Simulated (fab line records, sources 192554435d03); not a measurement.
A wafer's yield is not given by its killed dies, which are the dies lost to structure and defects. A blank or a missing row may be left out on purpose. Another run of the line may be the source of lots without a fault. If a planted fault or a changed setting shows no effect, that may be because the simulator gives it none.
fab line records | flow n5Finfet
[record] lots = 7 | wafers = 39
route steps=1938 shown PMOS_HMC_CHANNEL_EPI@78 HKMG_FIN@413
startH: start of the lot's first displayed wafer, in hours after the record's first day | waitH: hours from the lot's prior step to this one | " the same as in the row above | L1.1+2: a single row standing in for several wafers | - no value, or no start was given | * or withheld: withheld | < > ~ a bound
route shown NAME@n: names a module that has steps shown in the file, with the first one's number in the route | usual: mean/standard deviation taken from wafers without a fault | same: alike in all rows | chamber/n: place in a boat | sites: per-site readings | _std_site: the standard deviation of these | _edge_site: outer sites' mean less inner sites' | radiusMm: for every site, how far away it sits from the centre of the wafer | mask NAME#n: copy n | behind: the most recent tool/chamber to have shaped the wafer | hold: what put the lot on hold/how long, in hours/how the hold closed | device: transistor that didn't switch, given as n, p or np | end of line: tests run on the same wafers once the route is complete | a step with no rows: only its recipe | killed: at the first sort, the dies lost to defects and structure; wafer yield is something else | map: the dies of a wafer, with x for killed, . for not killed, _ for no die there
set.NAME: the setting that was run; set.NAME@STEP: the one run at that earlier step | model.NAME: the simulator's own value behind a step, which no gauge read
lots with deliberately changed settings; one table per step, one row per wafer
[[steps]]
[step N5_PMOS_HMC_CHANNEL_EPI_EPI_20]
[recipe] material = SiGe30 | maskMaterial = SiO2 | pressureTorr = 20 | targetThkA = 590 | tempC = 600
lot.wafer | tool        | chamber | startH | waitH | set.pressureTorr | model.SiGe30_of_PMOS_HMC_CHANNEL_EPI_EPI_20.thkNm
L081.1    | epiRpcvd-01 | 0       | 60.27  | 0.0   | 23.19            | 62.69
L081.2    | "           | 0       | "      | "     | 23.19            | 62.33
L081.3    | "           | 0       | "      | "     | 23.19            | 62.92
L081.4    | "           | 0       | "      | "     | 23.19            | 63.43
L081.5    | "           | 0       | "      | "     | 23.19            | 63.5
L081.6    | "           | 0       | "      | "     | 23.19            | 63.13
L082.1    | epiRpcvd-04 | 0       | 66.34  | 0.0   | 20               | 59.01
L082.2    | "           | 0       | "      | "     | 20               | 59
L082.3    | "           | 0       | "      | "     | 20               | 59.24
L082.4    | "           | 0       | "      | "     | 20               | 58.4
L082.5    | "           | 0       | "      | "     | 20               | 57.9
L082.6    | "           | 0       | "      | "     | 20               | 58.51
L087.1    | epiRpcvd-01 | 0       | 95.92  | 0.0   | 22.51            | 61.68
L087.2    | "           | 0       | "      | "     | 22.51            | 61.28
L087.3    | "           | 0       | "      | "     | 22.51            | 61.08
L087.4    | "           | 0       | "      | "     | 22.51            | 62.41
L087.5    | "           | 0       | "      | "     | 22.51            | 62.11
L087.6    | "           | 0       | "      | "     | 22.51            | 61.88
L088.1    | epiRpcvd-04 | 0       | 101.98 | 0.0   | 22.89            | 62.3
L088.2    | "           | 0       | "      | "     | 22.89            | 61.53
L088.3    | "           | 0       | "      | "     | 22.89            | 61.1
L088.4+6  | "           | 0       | "      | "     | 22.89            | 61.82
L088.5    | "           | 0       | "      | "     | 22.89            | 61.98
L093.1    | epiRpcvd-01 | 0       | 132.20 | 0.0   | 20               | 58.88
L093.2    | "           | 0       | "      | "     | 20               | 59.28
L093.3    | "           | 0       | "      | "     | 20               | 59.73
L093.4    | "           | 0       | "      | "     | 20               | 59.77
L093.5    | "           | 0       | "      | "     | 20               | 59.81
L093.6    | "           | 0       | "      | "     | 20               | 58.98
L096.1    | epiRpcvd-01 | 0       | 149.73 | 0.0   | 21.68            | 61.64
L096.2    | "           | 0       | "      | "     | 21.68            | 61.1
L096.3    | "           | 0       | "      | "     | 21.68            | 61.4
L096.4    | "           | 0       | "      | "     | 21.68            | 61.39
L096.5    | "           | 0       | "      | "     | 21.68            | 61.72
L096.6    | "           | 0       | "      | "     | 21.68            | 61.19
L097.1    | epiRpcvd-04 | 0       | 156.26 | 0.0   | 20               | 57.9
L097.2    | "           | 0       | "      | "     | 20               | 58.67
L097.6    | "           | 0       | 158.04 | 1.8   | 20               | 57.71
[step N5_HKMG_FIN_CVD_62]
[recipe] material = a-Si | targetThkA = 30 | tempC = 500 | precursor = Si2H6 | pressureTorr = 1 | timeS = 20.8
lot.wafer        | tool            | chamber     | startH | waitH | set.tempC | model.a-Si_of_HKMG_FIN_CVD_62.thkNm
L081.1+4+6       | thermalCvdSi-01 | 2,1,2       | 115.62 | 0.2   | 523.6     | 5.8
L081.2+3+5       | "               | 0,1,0       | "      | "     | 500       | 3
L082.1+3+5       | thermalCvdSi-01 | 1           | 122.55 | 0.2   | 500       | 3
L082.2+4+6       | "               | 0           | "      | "     | 500       | 2.8
L087.1+2+3+4+5+6 | thermalCvdSi-02 | 1,0,2,1,2,0 | 150.75 | 0.2   | 500       | 3
L088.1           | thermalCvdSi-01 | 0           | 157.84 | 0.2   | 500       | 2.8
L088.2+3+4+5+6   | "               | 2,1,0,1,2   | "      | "     | 500       | 3
L093.1+6         | thermalCvdSi-02 | 1,0         | 190.48 | 0.2   | 500       | 3
L093.2           | "               | 0           | "      | "     | 500       | 2.8
L093.3+4         | "               | 0,1         | "      | "     | 494       | 2.4
L093.5           | "               | 1           | "      | "     | 494       | 2.6
L096.1+2+5       | thermalCvdSi-01 | 2,0,0       | 209.28 | 0.2   | 500       | 2.8
L096.3           | "               | 1           | "      | "     | 489       | 2.2
L096.4+6         | "               | 1,2         | "      | "     | 489       | 2
L097.1+2         | thermalCvdSi-02 | 2,0         | 215.34 | 0.2   | 500       | 2.8
L097.6           | "               | 1           | "      | "     | 500       | 3
[[key]]
[split] step = N5_PMOS_HMC_CHANNEL_EPI_EPI_20 | setting = pressureTorr | stated = 20 | by = lot
[response] step = N5_PMOS_HMC_CHANNEL_EPI_EPI_20 | reading = model.SiGe30_of_PMOS_HMC_CHANNEL_EPI_EPI_20.thkNm | change = +0.235 | per = 1% | r = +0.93
[split] step = N5_HKMG_FIN_CVD_62 | setting = tempC | stated = 500 | by = wafer
[response] step = N5_HKMG_FIN_CVD_62 | reading = model.a-Si_of_HKMG_FIN_CVD_62.thkNm | change = +0.539 | per = 1% | r = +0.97
